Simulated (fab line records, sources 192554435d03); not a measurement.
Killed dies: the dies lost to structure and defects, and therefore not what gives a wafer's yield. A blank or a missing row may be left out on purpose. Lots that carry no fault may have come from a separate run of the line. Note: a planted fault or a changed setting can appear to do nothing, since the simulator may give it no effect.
fab line records | flow n5_finfet
[record] lots = 24 wafers = 72 last_day = 18
route steps=1938 shown BEOL_M0@736 BEOL_M1@754
lots that met no fault: from a run of the same line without faults
start_h: hours from the record's opening day to when the first of the lot's shown wafers began | wait_h: hours since the lot's step before | " identical to the entry in the row above | L1.1+2: a row that stands for several wafers | - no value, or no start given | * or withheld: withheld | < > ~ a bound
route shown NAME@n: a module of which the file shows steps, and the number in the route of the first | usual: mean/standard deviation of fault-free wafers | same: alike in all rows | chamber/n: place in a boat | sites: each site's reading | _std_site: their standard deviation | _edge_site: the outer-site mean with the inner-site mean subtracted | radius_mm: how far each site lies from the wafer's centre | mask NAME#n: copy n | behind: tool/chamber where the wafer was last shaped | hold: reason for holding the lot/hours on hold/outcome of the hold | device: the n, p or np transistor that did not switch | end of line: at the end of the route, the tests of the same wafers | step lacking rows: just its recipe | killed: at the first sort, the dies lost to defects and structure; wafer yield is something else | map: a wafer's dies, marking killed ones x, the rest . and places with no die _
set.NAME: the setting the step ran with; set.NAME@STEP: the setting that earlier step ran with | model.NAME: the simulator's own value behind a step, which no gauge read
the route's steps for a sample of lots (tables are steps, rows are wafers)
services: the hour from which a tool's chamber was out of use, counted from the record's first day as start_h (under 0 if before that day), plus the number of hours and why
[[steps]]
[step N5_BEOL_M0_SPUTTER_132]
[recipe] material = Cu target_thk_a = 40 temp_c = -20 chamber_pressure_pa = 0.07 power_w = withheld time_s = 7.37
[usual] substrate_temp_c = -19.99/0.11 throttle_valve_pct = 30.3/1.2
// columns lot.wafer tool chamber start_h wait_h substrate_temp_c throttle_valve_pct
L074.2 pvd_sputter-02 - 117.02 0.0 -19.97 30.2
L074.3 " - " " -20.08 30.8
L074.4 " - " " -20.10 28.1
L075.1 pvd_sputter-03 - 128.47 0.0 -20.01 29.2
L075.2 " - " " -20.06 32.9
L075.5 " - " " -20.16 30.1
L076.2 pvd_sputter-01 - 134.71 0.0 -20.01 30.2
L076.4 " - " " -19.96 30.4
L076.5 " - " " -19.92 30.4
L077.3 pvd_sputter-02 - 136.92 0.0 -19.90 30.7
L077.5 " - " " -19.93 28.2
L077.6 " - " " -20.07 30.3
L078.1 pvd_sputter-03 - 145.15 0.0 -20.09 32.7
L078.4 " - " " -19.87 30.2
L078.5 " - " " -19.95 30.1
L079.1 pvd_sputter-01 - 154.55 0.0 -19.97 30.3
L079.3 " - " " -20.03 30.2
L079.5 " - " " -19.97 29.0
L080.2 pvd_sputter-03 - 158.09 0.0 -19.92 31.8
L080.5 " - " " -20.00 32.9
L080.6 " - " " -19.86 29.0
L081.1 pvd_sputter-01 - 160.38 0.0 -19.93 30.1
L081.2 " - " " -19.87 29.2
L081.3 " - " " -20.08 30.0
L082.1 pvd_sputter-02 - 171.18 0.0 -20.08 28.4
L082.3 " - " " -20.04 30.7
L082.5 " - " " -20.19 30.7
L084.1 pvd_sputter-01 - 174.51 0.0 -19.90 30.4
L084.3 " - " " -20.03 29.3
L084.6 " - " " -19.88 29.2
L083.2 pvd_sputter-03 - 182.31 0.0 -19.63 32.5
L083.5 " - " " -19.75 32.8
L083.6 " - " " -20.15 30.1
L085.2 pvd_sputter-01 - 185.06 0.0 -20.12 29.3
L085.5 " - " " -19.97 29.2
L085.6 " - " " -19.87 30.0
L086.3 pvd_sputter-03 - 192.19 0.0 -20.02 29.0
L086.4 " - " " -19.96 32.7
L086.5 " - " " -20.04 29.1
L087.1 pvd_sputter-03 - 194.80 0.0 -19.92 31.9
L087.4 " - " " -20.17 30.0
L087.5 " - " " -20.00 31.7
L088.2 pvd_sputter-03 - 201.84 0.0 -20.08 28.7
L088.3 " - " " -20.24 33.0
L088.5 " - " " -20.06 31.7
L089.1 pvd_sputter-03 - 208.31 0.0 -20.09 29.1
L089.2 " - " " -19.94 30.2
L089.4 " - " " -20.04 32.7
L090.1 pvd_sputter-02 - 215.45 0.0 -20.14 30.4
L090.2 " - " " -20.00 28.4
L090.3 " - " " -20.09 30.7
L091.3 pvd_sputter-01 - 219.08 0.0 -20.07 29.6
L091.4 " - " " -19.91 30.3
L091.6 " - " " -19.99 29.1
L092.4 pvd_sputter-03 - 229.22 0.0 -19.89 31.8
L092.5 " - " " -20.00 31.8
L092.6 " - " " -19.94 30.0
L093.1 pvd_sputter-01 - 233.47 0.0 -20.13 29.2
L093.4 " - " " -19.92 30.1
L093.6 " - " " -20.12 29.6
L094.1 pvd_sputter-01 - 238.51 0.0 -20.00 30.3
L094.2 " - " " -19.80 30.2
L094.3 " - " " -19.81 29.5
L095.1 pvd_sputter-02 - 246.03 0.0 -19.89 30.7
L095.2 " - " " -19.95 30.6
L095.3 " - " " -20.02 30.6
L096.1 pvd_sputter-02 - 249.27 0.0 -19.87 28.4
L096.3 " - " " -20.01 30.6
L096.4 " - " " -20.18 30.7
L097.1 pvd_sputter-02 - 259.10 0.0 -19.77 30.1
L097.3 " - " " -19.92 30.5
L097.6 " - " " -19.91 30.5
[step N5_BEOL_M1_HM_DEP_02]
[recipe] material = TiN target_thk_a = 200 temp_c = 25 chamber_pressure_pa = 0.49996
[usual] substrate_temp_c = 25.00/0.11 throttle_valve_pct = 30.3/1.1
// columns lot.wafer tool chamber start_h wait_h substrate_temp_c throttle_valve_pct
L074.2 pvd_sputter-01 - 119.24 0.6 24.88 29.4
L074.3 " - " " 24.80 30.0
L074.4 " - " " 24.99 30.1
L075.1 pvd_sputter-01 - 130.57 0.4 25.02 29.9
L075.2 " - " " 24.97 30.3
L075.5 " - " " 25.02 29.9
L076.2 pvd_sputter-02 - 137.32 0.7 24.82 30.4
L076.4 " - " " 25.08 28.3
L076.5 " - " " 25.08 28.2
L077.3 pvd_sputter-01 - 140.77 2.4 24.91 29.2
L077.5 " - " " 24.90 30.1
L077.6 " - " " 25.04 29.2
L078.1 pvd_sputter-01 - 147.14 0.5 25.00 30.5
L078.4 " - " " 24.91 29.4
L078.5 " - " " 25.09 30.1
L079.1 pvd_sputter-03 - 156.99 1.0 24.92 32.1
L079.3 " - " " 25.01 32.7
L079.5 " - " " 24.88 29.1
L080.2 pvd_sputter-01 - 160.08 0.5 25.06 30.3
L080.5 " - " " 25.01 29.8
L080.6 " - " " 25.02 30.3
L081.1 pvd_sputter-01 - 163.20 1.2 25.10 30.0
L081.2 " - " " 24.94 29.3
L081.3 " - " " 24.94 30.2
L082.1 pvd_sputter-02 - 173.36 0.7 25.08 30.6
L082.3 " - " " 24.94 28.2
L082.5 " - " " 24.93 30.7
L084.1 pvd_sputter-02 - 178.98 3.0 24.76 28.4
L084.3 " - " " 25.02 30.8
L084.6 " - " " 24.86 28.4
L083.2 pvd_sputter-02 - 184.90 1.1 25.20 30.4
L083.5 " - " " 25.04 28.6
L083.6 " - " " 25.02 30.4
L085.2 pvd_sputter-02 - 188.50 1.9 25.24 30.7
L085.5 " - " " 25.34 30.5
L085.6 " - " " 24.87 30.5
L086.3 pvd_sputter-03 - 194.24 0.5 25.20 30.1
L086.4 " - " " 25.00 33.0
L086.5 " - " " 25.15 30.3
L087.1 pvd_sputter-03 - 198.18 1.3 25.03 32.8
L087.4 " - " " 25.16 29.2
L087.5 " - " " 25.15 29.9
L088.2 pvd_sputter-03 - 203.43 0.1 25.10 32.0
L088.3 " - " " 25.06 30.0
L088.5 " - " " 25.05 32.8
L089.1 pvd_sputter-03 - 210.99 1.2 25.09 31.7
L089.2 " - " " 24.89 29.5
L089.4 " - " " 25.12 30.1
L090.1 pvd_sputter-03 - 218.37 1.3 25.02 30.2
L090.2 " - " " 24.99 32.8
L090.3 " - " " 25.03 32.1
L091.3 pvd_sputter-02 - 223.03 2.4 24.97 30.3
L091.4 " - " " 25.09 28.2
L091.6 " - " " 25.09 30.6
L092.4 pvd_sputter-01 - 232.09 1.1 25.05 30.3
L092.5 " - " " 25.10 29.2
L092.6 " - " " 24.89 30.3
L093.1 pvd_sputter-01 - 237.77 2.7 25.05 29.7
L093.4 " - " " 24.96 29.0
L093.6 " - " " 25.12 29.2
L094.1 pvd_sputter-01 - 241.33 1.3 25.09 30.5
L094.2 " - " " 24.97 29.2
L094.3 " - " " 24.92 30.3
L095.1 pvd_sputter-03 - 248.22 0.5 25.11 32.7
L095.2 " - " " 24.85 29.0
L095.3 " - " " 25.05 30.2
L096.1 pvd_sputter-01 - 252.17 1.4 24.90 30.3
L096.3 " - " " 24.94 29.0
L096.4 " - " " 25.04 30.3
L097.1 pvd_sputter-03 - 262.29 1.6 24.89 31.9
L097.3 " - " " 24.84 32.8
L097.6 " - " " 25.03 29.0
[step N5_BEOL_M1_DESCUM_16]
[recipe] chemistry = O2 time_s = 7 source_power_w = 50 bias_power_w = 20 pressure_mtorr = 20 rf_frequency_hz = 2.712e+07 temp_c = 40 resist = CAR-EUV o2_flow_sccm = 225
[usual] drypump_motor_current_A = 5.7/0.5 oes_product_au = 0.79/0.073 rf_vpp_V = 243.3/1.5 showerhead_plenum_p_Torr = 2.10/0.078 throttle_valve_pct = 20.41/0.17
// columns lot.wafer tool chamber start_h wait_h drypump_motor_current_A oes_product_au rf_hours_counter_h rf_vpp_V showerhead_plenum_p_Torr throttle_valve_pct
L074.2 rie_diel-05 1 120.64 0.8 5.3 0.91 36 244.8 2.22 20.20
L074.3 " 3 " " 5.4 0.72 211 243.0 2.07 20.28
L074.4 " 2 " " 5.4 0.88 50 245.0 2.22 20.33
L075.1 rie_diel-04 1 131.09 0.0 5.4 0.87 36 242.3 2.04 20.72
L075.2 " 2 " " 4.8 0.74 166 244.2 2.17 20.18
L075.5 " 2 " " 4.8 0.74 - 246.0 2.17 20.17
L076.2 rie_diel-04 0 138.67 0.9 6.2 0.75 164 241.1 2.09 20.37
L076.4 " 2 " " 4.8 0.74 169 243.8 2.17 20.17
L076.5 " 0 " " 6.3 0.75 - 244.8 2.09 20.36
L077.3 rie_diel-03 0 141.41 0.0 5.4 0.76 138 243.1 2.09 20.53
L077.5 " 1 " " 6.0 0.75 - 241.4 2.00 20.41
L077.6 " 0 " " 5.4 0.77 - 242.9 2.09 20.51
L078.1 rie_diel-05 3 147.79 0.0 5.3 0.72 220 242.2 2.07 20.29
L078.4 " 1 " " 5.3 0.90 45 246.5 2.22 20.18
L078.5 " 2 " " 5.4 0.88 - 244.9 2.22 20.37
L079.1 rie_diel-04 3 157.51 0.0 6.0 0.74 159 242.2 2.00 20.34
L079.3 " 0 " " 6.3 0.75 168 242.9 2.09 20.37
L079.5 " 2 " " 4.7 0.73 - 243.3 2.17 20.18
L080.2 rie_diel-04 2 160.59 0.0 4.7 0.73 175 243.9 2.17 20.20
L080.5 " 0 " " 6.3 0.74 - 243.1 2.09 20.36
L080.6 " 1 " " 5.4 0.86 - 244.0 2.04 20.74
L081.1 rie_diel-05 0 163.77 0.1 6.3 0.89 43 243.1 2.05 20.64
L081.2 " 3 " " 5.3 0.71 225 242.3 2.07 20.32
L081.3 " 1 " " 5.3 0.88 50 245.4 2.22 20.21
L082.1 rie_diel-03 0 173.91 0.0 5.4 0.75 150 243.8 2.09 20.56
L082.3 " 2 " " 6.2 0.84 67 244.5 2.12 20.15
L082.5 " 3 " " 6.1 0.94 - 245.7 2.23 20.46
L084.1 rie_diel-04 3 179.63 0.2 6.0 0.74 160 241.1 2.00 20.35
L084.3 " 1 " " 5.4 0.85 50 244.7 2.04 20.72
L084.6 " 0 " " 6.2 0.74 - 243.1 2.09 20.37
L083.2 rie_diel-03 3 185.45 0.1 6.1 0.94 17 245.2 2.23 20.46
L083.5 " 0 " " 5.4 0.74 - 241.9 2.09 20.55
L083.6 " 3 " " 6.1 0.93 - 245.3 2.23 20.47
L085.2 rie_diel-05 2 189.08 0.1 5.4 0.86 71 244.8 2.21 20.36
L085.5 " 2 " " 5.4 0.85 - 244.1 2.21 20.36
L085.6 " 3 " " 5.3 0.70 - 244.0 2.06 20.33
L086.3 rie_diel-05 3 194.88 0.0 5.4 0.71 235 242.0 2.06 20.32
L086.4 " 0 " " 6.3 0.86 53 241.7 2.04 20.66
L086.5 " 0 " " 6.3 0.87 - 243.7 2.04 20.65
L087.1 rie_diel-03 0 198.70 0.0 5.4 0.75 158 241.4 2.09 20.56
L087.4 " 1 " " 5.9 0.73 196 241.7 1.99 20.46
L087.5 " 3 " " 6.1 0.93 - 245.9 2.23 20.47
L088.2 rie_diel-04 3 204.06 0.0 6.0 0.74 165 241.4 2.00 20.34
L088.3 " 2 " " 4.7 0.73 187 243.9 2.16 20.22
L088.5 " 0 " " 6.2 0.74 - 243.2 2.09 20.37
L089.1 rie_diel-04 0 211.65 0.2 6.3 0.74 185 242.5 2.09 20.38
L089.2 " 2 " " 4.7 0.72 190 243.4 2.16 20.21
L089.4 " 1 " " 5.3 0.84 - 242.2 2.03 20.75
L090.1 rie_diel-03 3 218.88 0.0 6.1 0.91 26 245.6 2.22 20.48
L090.2 " 0 " " 5.4 0.74 162 243.2 2.08 20.56
L090.3 " 2 " " 6.2 0.82 80 242.2 2.11 20.19
L091.3 rie_diel-03 2 223.59 0.1 6.2 0.83 82 243.6 2.11 20.19
L091.4 " 0 " " 5.4 0.74 164 243.3 2.08 20.57
L091.6 " 1 " " 6.0 0.72 - 241.0 1.99 20.45
L092.4 rie_diel-04 0 232.60 0.0 6.2 0.73 191 242.9 2.08 20.40
L092.5 " 2 " " 4.7 0.72 - 243.6 2.16 20.23
L092.6 " 3 " " 6.0 0.73 - 241.9 1.99 20.37
L093.1 rie_diel-04 0 238.61 0.2 6.2 0.73 193 242.1 2.08 20.39
L093.4 " 2 " " 4.7 0.73 198 244.0 2.16 20.22
L093.6 " 2 " " 4.7 0.72 - 245.1 2.16 20.23
L094.1 rie_diel-03 3 242.04 0.0 6.1 0.90 34 246.7 2.22 20.49
L094.2 " 1 " " 6.0 0.71 208 241.0 1.99 20.47
L094.3 " 0 " " 5.4 0.74 169 243.5 2.08 20.55
L095.1 rie_diel-05 2 248.92 0.2 5.4 0.83 92 244.7 2.21 20.40
L095.2 " 0 " " 6.3 0.83 71 240.4 2.04 20.69
L095.3 " 1 " " 5.3 0.84 77 245.6 2.21 20.24
L096.1 rie_diel-05 1 252.81 0.0 5.3 0.84 78 243.5 2.21 20.24
L096.3 " 2 " " 5.4 0.83 93 246.2 2.21 20.39
L096.4 " 0 " " 6.3 0.84 - 241.2 2.04 20.69
L097.1 rie_diel-04 3 262.81 0.0 6.0 0.72 182 241.8 1.99 20.37
L097.3 " 1 " " 5.4 0.82 75 240.8 2.03 20.77
L097.6 " 2 " " 4.8 0.70 - 245.0 2.16 20.25
[step N5_BEOL_M1_CD_MEAS_18]
[recipe] pitch_nm = 36 target_cd_nm = 18
[usual] cd_nm = 18.1/0.31
// columns lot.wafer tool chamber start_h wait_h cd_nm
L074.2 cd_sem-01 - 121.22 0.1 17.8
L074.3 " - " " 18.1
L074.4 " - " " 17.8
L075.1 cd_sem-03 - 131.52 0.0 17.8
L075.2 " - " " 17.6
L075.5 " - " " 17.4
L076.2 cd_sem-03 - 139.27 0.1 17.8
L076.4 " - " " 17.4
L076.5 " - " " 17.6
L077.3 cd_sem-03 - 141.84 0.1 18.2
L077.5 " - " " 18.1
L077.6 " - " " 18.8
L078.1 cd_sem-01 - 148.22 0.0 17.8
L078.4 " - " " 17.4
L078.5 " - " " 17.8
L079.1 cd_sem-02 - 157.94 0.0 18.4
L079.3 " - " " 18.2
L079.5 " - " " 17.9
L080.2 cd_sem-02 - 161.09 0.1 17.9
L080.5 " - " " 18.0
L080.6 " - " " 17.9
L081.1 cd_sem-01 - 164.20 0.0 17.9
L081.2 " - " " 18.2
L081.3 " - " " 18.4
L082.1 cd_sem-01 - 174.33 0.0 18.3
L082.3 " - " " 18.0
L082.5 " - " " 18.1
L084.1 cd_sem-02 - 180.13 0.1 18.6
L084.3 " - " " 18.2
L084.6 " - " " 18.1
L083.2 cd_sem-03 - 185.87 0.1 17.8
L083.5 " - " " 17.6
L083.6 " - " " 17.5
L085.2 cd_sem-02 - 189.53 0.1 18.5
L085.5 " - " " 17.9
L085.6 " - " " 18.3
L086.3 cd_sem-03 - 195.31 0.1 18.4
L086.4 " - " " 18.3
L086.5 " - " " 18.0
L087.1 cd_sem-02 - 199.12 0.0 18.9
L087.4 " - " " 18.1
L087.5 " - " " 18.0
L088.2 cd_sem-03 - 204.58 0.1 18.1
L088.3 " - " " 17.8
L088.5 " - " " 17.7
L089.1 cd_sem-03 - 212.08 0.0 17.6
L089.2 " - " " 18.4
L089.4 " - " " 18.0
L090.1 cd_sem-02 - 219.31 0.0 17.8
L090.2 " - " " 17.7
L090.3 " - " " 18.2
L091.3 cd_sem-01 - 224.02 0.1 18.0
L091.4 " - " " 18.2
L091.6 " - " " 18.4
L092.4 cd_sem-03 - 233.11 0.1 18.7
L092.5 " - " " 17.6
L092.6 " - " " 17.9
L093.1 cd_sem-01 - 239.22 0.0 17.3
L093.4 " - " " 18.0
L093.6 " - " " 18.3
L094.1 cd_sem-02 - 242.59 0.0 18.2
L094.2 " - " " 18.2
L094.3 " - " " 18.1
L095.1 cd_sem-03 - 249.35 0.0 17.9
L095.2 " - " " 18.1
L095.3 " - " " 18.3
L096.1 cd_sem-02 - 253.23 0.0 18.2
L096.3 " - " " 18.2
L096.4 " - " " 18.1
L097.1 cd_sem-01 - 263.29 0.0 18.2
L097.3 " - " " 18.4
L097.6 " - " " 18.4
[step N5_BEOL_M1_ETCH_69]
[recipe] chemistry = CF4 target = SiARC target_depth_a = 156 mask_material = CAR-EUV time_s = 26 ion_energy_ev = 80 pressure_mtorr = 40 source_w = 545 bias_w = 36 Ar_flow_sccm = 100 cf4_flow_sccm = 100 ends = cleared
[usual] bias_w = 36.00/0.1 drypump_motor_current_A = 5.7/0.47 etch_rf_on_time_s = 25.8/0.5 oes_product_au = 0.69/0.064 rf_vpp_V = 184.3/1.2 showerhead_plenum_p_Torr = 2.16/0.078 throttle_valve_pct = 15.59/0.16
// columns lot.wafer tool chamber start_h wait_h bias_w drypump_motor_current_A etch_rf_on_time_s oes_product_au rf_hours_counter_h rf_vpp_V showerhead_plenum_p_Torr throttle_valve_pct
L074.2 rie_diel-05 1 121.77 0.0 36.04 5.3 25.0 0.79 36 185.9 2.27 15.31
L074.3 " 0 " " 36.03 6.3 25.2 0.77 30 183.4 2.10 15.72
L074.4 " 2 " " 35.78 5.4 25.8 0.76 50 184.5 2.26 15.41
L075.1 rie_diel-05 1 132.15 0.0 35.91 5.3 25.0 0.77 40 184.1 2.27 15.33
L075.2 " 2 " " 35.94 5.4 25.5 0.76 53 186.0 2.25 15.39
L075.5 " 0 " " 35.97 6.3 25.2 0.77 - 184.0 2.10 15.70
L076.2 rie_diel-03 3 139.89 0.0 35.99 6.1 25.5 0.84 2 185.9 2.29 15.59
L076.4 " 1 " " 36.00 6.0 25.7 0.64 176 183.2 2.05 15.60
L076.5 " 0 " " 36.04 5.4 26.0 0.66 - 182.4 2.15 15.76
L077.3 rie_diel-05 0 142.34 0.0 35.95 6.3 25.5 0.76 37 185.1 2.10 15.72
L077.5 " 1 " " 36.01 5.3 25.3 0.76 - 187.3 2.26 15.33
L077.6 " 0 " " 35.95 6.3 25.4 0.76 - 182.9 2.09 15.71
L078.1 rie_diel-05 2 148.71 0.0 36.00 5.5 25.9 0.74 58 185.5 2.25 15.42
L078.4 " 3 " " 36.14 5.3 26.3 0.60 220 183.9 2.12 15.59
L078.5 " 2 " " 35.84 5.4 26.0 0.74 - 185.1 2.25 15.41
L079.1 rie_diel-04 0 158.60 0.0 35.94 6.3 26.6 0.63 168 184.2 2.13 15.55
L079.3 " 1 " " 36.09 5.4 25.4 0.73 43 183.6 2.09 15.83
L079.5 " 2 " " 35.79 4.8 26.1 0.63 - 184.3 2.22 15.46
L080.2 rie_diel-05 0 161.58 0.0 35.98 6.3 25.4 0.76 43 183.4 2.09 15.74
L080.5 " 2 " " 36.05 5.5 26.0 0.74 - 185.9 2.25 15.44
L080.6 " 1 " " 36.09 5.3 25.2 0.76 - 186.6 2.26 15.34
L081.1 rie_diel-04 0 164.69 0.0 35.96 6.3 26.6 0.62 171 183.5 2.13 15.55
L081.2 " 1 " " 36.05 5.4 25.4 0.73 46 184.1 2.09 15.85
L081.3 " 2 " " 35.87 4.7 26.3 0.62 177 184.7 2.22 15.47
L082.1 rie_diel-03 1 174.95 0.0 35.88 6.0 25.9 0.62 188 182.8 2.04 15.63
L082.3 " 3 " " 36.18 6.0 25.8 0.81 14 186.5 2.28 15.63
L082.5 " 3 " " 36.05 6.0 25.8 0.81 - 185.0 2.28 15.62
L084.1 rie_diel-04 3 180.62 0.0 35.99 6.0 25.8 0.63 161 184.2 2.06 15.60
L084.3 " 1 " " 35.99 5.4 25.4 0.73 50 184.5 2.09 15.84
L084.6 " 3 " " 35.99 6.0 25.8 0.64 - 182.6 2.06 15.58
L083.2 rie_diel-05 0 186.38 0.0 35.92 6.3 25.5 0.74 50 184.3 2.09 15.75
L083.5 " 3 " " 36.06 5.3 26.5 0.58 - 183.3 2.12 15.61
L083.6 " 0 " " 35.96 6.3 25.6 0.73 - 183.4 2.09 15.74
L085.2 rie_diel-04 0 190.15 0.0 36.00 6.3 26.5 0.63 178 184.6 2.13 15.57
L085.5 " 0 " " 35.77 6.3 26.6 0.62 - 183.7 2.13 15.56
L085.6 " 1 " " 35.87 5.4 25.2 0.73 - 184.2 2.09 15.85
L086.3 rie_diel-03 1 195.81 0.0 36.01 6.0 25.9 0.62 195 182.7 2.04 15.64
L086.4 " 2 " " 35.87 6.1 26.1 0.72 74 184.3 2.17 15.44
L086.5 " 0 " " 35.97 5.4 26.1 0.64 - 183.7 2.14 15.80
L087.1 rie_diel-04 0 199.62 0.0 36.16 6.3 26.6 0.62 181 183.5 2.13 15.56
L087.4 " 2 " " 36.01 4.7 25.9 0.62 187 184.2 2.22 15.49
L087.5 " 1 " " 35.98 5.4 25.1 0.72 - 183.5 2.09 15.86
L088.2 rie_diel-04 2 205.20 0.0 35.96 4.8 26.0 0.62 188 183.6 2.22 15.49
L088.3 " 1 " " 36.03 5.3 25.2 0.72 57 182.6 2.09 15.84
L088.5 " 1 " " 36.12 5.3 25.2 0.72 - 184.7 2.09 15.88
L089.1 rie_diel-05 2 212.57 0.0 35.93 5.4 25.7 0.72 79 185.4 2.24 15.47
L089.2 " 3 " " 35.90 5.3 26.5 0.59 241 183.2 2.12 15.63
L089.4 " 0 " " 36.00 6.3 25.4 0.73 58 186.2 2.09 15.75
L090.1 rie_diel-05 0 220.04 0.0 35.87 6.3 25.6 0.72 60 184.6 2.09 15.77
L090.2 " 2 " " 36.11 5.4 25.9 0.72 81 185.4 2.24 15.46
L090.3 " 3 " " 35.90 5.3 26.5 0.59 243 184.2 2.12 15.62
L091.3 rie_diel-03 3 224.64 0.0 36.25 6.1 25.9 0.77 28 185.4 2.28 15.65
L091.4 " 1 " " 36.07 6.0 26.4 0.62 202 182.4 2.04 15.67
L091.6 " 3 " " 36.12 6.1 26.0 0.77 - 185.8 2.28 15.65
L092.4 rie_diel-05 3 233.99 0.0 35.94 5.3 26.4 0.58 247 182.2 2.11 15.65
L092.5 " 1 " " 36.11 5.3 24.9 0.74 - 184.0 2.25 15.39
L092.6 " 2 " " 36.11 5.4 26.0 0.71 - 184.7 2.24 15.46
L093.1 rie_diel-03 0 239.78 0.0 35.92 5.4 26.2 0.63 168 185.0 2.14 15.84
L093.4 " 1 " " 35.90 6.0 25.8 0.61 207 182.8 2.04 15.66
L093.6 " 0 " " 35.98 5.4 25.8 0.64 - 183.8 2.14 15.84
L094.1 rie_diel-05 2 243.25 0.0 35.79 5.4 26.1 0.71 89 186.1 2.24 15.48
L094.2 " 1 " " 36.05 5.3 25.1 0.73 74 185.4 2.25 15.40
L094.3 " 0 " " 35.90 6.3 25.5 0.72 68 181.7 2.09 15.78
L095.1 rie_diel-05 2 249.84 0.0 36.00 5.4 26.2 0.71 92 185.3 2.24 15.49
L095.2 " 1 " " 35.91 5.3 25.3 0.73 77 186.7 2.25 15.40
L095.3 " 0 " " 36.02 6.3 25.7 0.72 71 183.5 2.08 15.79
L096.1 rie_diel-03 0 253.73 0.0 36.04 5.4 26.2 0.63 173 183.9 2.14 15.85
L096.3 " 2 " " 36.02 6.1 26.1 0.69 92 184.0 2.17 15.46
L096.4 " 3 " " 36.07 6.0 25.6 0.77 38 186.2 2.27 15.69
L097.1 rie_diel-04 2 263.91 0.0 36.04 4.8 26.2 0.61 205 183.5 2.21 15.52
L097.3 " 1 " " 35.83 5.4 25.5 0.70 76 183.0 2.08 15.88
L097.6 " 3 " " 35.80 6.0 25.7 0.62 - 183.0 2.05 15.64
[step N5_BEOL_M1_CD_MEAS_35]
[recipe] target_cd_nm = 18 target_cd_y_nm = 21 polarity = opening
[usual] cd_nm = 18.11/0.3
// columns lot.wafer tool chamber start_h wait_h cd_nm
L074.2 cd_sem-01 - 128.57 0.0 18.40
L074.3 " - " " 18.08
L074.4 " - " " 17.88
L075.1 cd_sem-02 - 133.33 0.0 17.97
L075.2 " - " " 17.73
L075.5 " - " " 17.87
L076.2 cd_sem-02 - 141.79 0.0 17.73
L076.4 " - " " 18.11
L076.5 " - " " 18.38
L077.3 cd_sem-03 - 143.13 0.0 18.35
L077.5 " - " " 18.42
L077.6 " - " " 18.68
L078.1 cd_sem-02 - 151.73 0.0 17.51
L078.4 " - " " 17.44
L078.5 " - " " 17.97
L079.1 cd_sem-02 - 160.11 0.0 18.19
L079.3 " - " " 18.16
L079.5 " - " " 17.88
L080.2 cd_sem-02 - 163.01 0.0 17.62
L080.5 " - " " 18.30
L080.6 " - " " 18.25
L081.1 cd_sem-03 - 167.93 0.0 18.16
L081.2 " - " " 17.74
L081.3 " - " " 18.20
L084.1 cd_sem-02 - 182.59 0.0 18.31
L084.3 " - " " 18.40
L084.6 " - " " 18.33
L082.1 cd_sem-02 - 185.51 0.0 17.97
L082.3 " - " " 18.15
L082.5 " - " " 18.45
L083.2 cd_sem-01 - 189.27 0.0 17.65
L083.5 " - " " 17.77
L083.6 " - " " 17.58
L085.2 cd_sem-02 - 194.85 0.0 18.23
L085.5 " - " " 17.99
L085.6 " - " " 18.27
L086.3 cd_sem-02 - 201.93 0.0 18.68
L086.4 " - " " 18.39
L086.5 " - " " 17.72
L087.1 cd_sem-02 - 207.23 0.0 18.96
L087.4 " - " " 17.82
L087.5 " - " " 18.00
L088.2 cd_sem-01 - 211.89 0.0 17.94
L088.3 " - " " 18.27
L088.5 " - " " 17.93
L089.1 cd_sem-02 - 215.28 0.0 17.78
L089.2 " - " " 18.10
L089.4 " - " " 18.36
L090.1 cd_sem-01 - 226.43 0.0 18.59
L090.2 " - " " 18.06
L090.3 " - " " 18.27
L091.3 cd_sem-03 - 231.02 0.0 18.12
L091.4 " - " " 18.39
L091.6 " - " " 18.77
L092.4 cd_sem-02 - 238.20 0.0 17.89
L092.5 " - " " 17.97
L092.6 " - " " 18.35
L093.1 cd_sem-01 - 241.20 0.0 18.04
L093.4 " - " " 17.90
L093.6 " - " " 18.06
L094.1 cd_sem-02 - 245.87 0.0 18.41
L094.2 " - " " 18.10
L094.3 " - " " 17.97
L095.1 cd_sem-01 - 253.04 0.0 17.79
L095.2 " - " " 18.05
L095.3 " - " " 18.59
L096.1 cd_sem-02 - 256.24 0.0 18.58
L096.3 " - " " 18.15
L096.4 " - " " 18.20
L097.1 cd_sem-01 - 274.31 0.0 18.65
L097.3 " - " " 18.35
L097.6 " - " " 18.51
[[services]]
// columns tool chamber start_h hours kind
pvd_sputter-01 - 96.99 3.6 repair
rie_diel-03 3 114.50 - clean
rie_diel-03 3 114.50 - consumable_replace:focus_ring
rie_diel-03 3 114.50 - consumable_replace:showerhead
rie_diel-03 3 114.50 19.1 scheduled_down
rie_diel-03 3 114.50 19.1 vent_cycle
rie_diel-04 3 158.32 14.6 repair
rie_diel-03 2 166.17 6.7 repair
pvd_sputter-03 - 168.44 10.5 repair
rie_diel-04 3 193.36 5.3 repair
rie_diel-04 3 210.71 1.6 repair
rie_diel-05 3 242.10 - clean
rie_diel-05 3 242.10 - consumable_replace:focus_ring
rie_diel-05 3 242.10 27.1 scheduled_down
rie_diel-05 3 242.10 27.1 vent_cycle
rie_diel-05 1 245.40 1.7 repair
[[key]]
fault none
